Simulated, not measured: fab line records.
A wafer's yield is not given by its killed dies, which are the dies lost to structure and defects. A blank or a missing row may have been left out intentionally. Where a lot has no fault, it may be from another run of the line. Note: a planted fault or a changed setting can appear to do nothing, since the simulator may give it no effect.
Chamber matching	flow n5Finfet	3 sister chambers for N5_BEOL_M11_CURE_72 on uvCure-02
The step cures SiCOH lowk, time 120 s. 3 wafers are shown with their chamber, then 11 later ones without.

EACH WAFER AND ITS CHAMBER
wafer	chamber	wafer_temp_C_max
L083.4	1	372.6
L088.4	0	371.3
L087.3	2	371.8

WAFERS MISSING THEIR CHAMBER
wafer	wafer_temp_C_max
L087.4	371.9
L087.6	371.4
L090.1	371.5
L090.2	372.4
L090.4	372.7
L093.1	371.5
L093.2	371.2
L093.5	371.4
L094.1	371.8
L094.3	371.7
L094.5	372.4

WHICH CHAMBER EACH WENT THROUGH
wafer	from the rows above	in truth
L087.4	2	2
L087.6	0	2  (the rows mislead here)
L090.1	can't be placed: 0 or 2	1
L090.2	1	1
L090.4	1	1
L093.1	can't be placed: 0 or 2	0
L093.2	0	0
L093.5	0	0
L094.1	2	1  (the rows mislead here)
L094.3	2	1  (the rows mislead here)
L094.5	1	1
6 of 11 placed correctly. Can't be placed from these rows: 2 (the true chamber is among the candidates in 1). Wrongly placed: 3.
How it was worked out, from the rows above alone: a wafer's distance from a chamber is the root of the sum, over the readings, of the square of ((its reading less the chamber's mean) divided by the reading's scatter). If the next closest chamber is less than 2 further off than the closest, the wafer can't be placed; otherwise it belongs to the closest. The mean given for a chamber averages the wafers shown for that chamber. The scatter (one wafer shown for each chamber): square how far every hidden wafer sits from the nearest shown wafer, average those squares and take the square root.
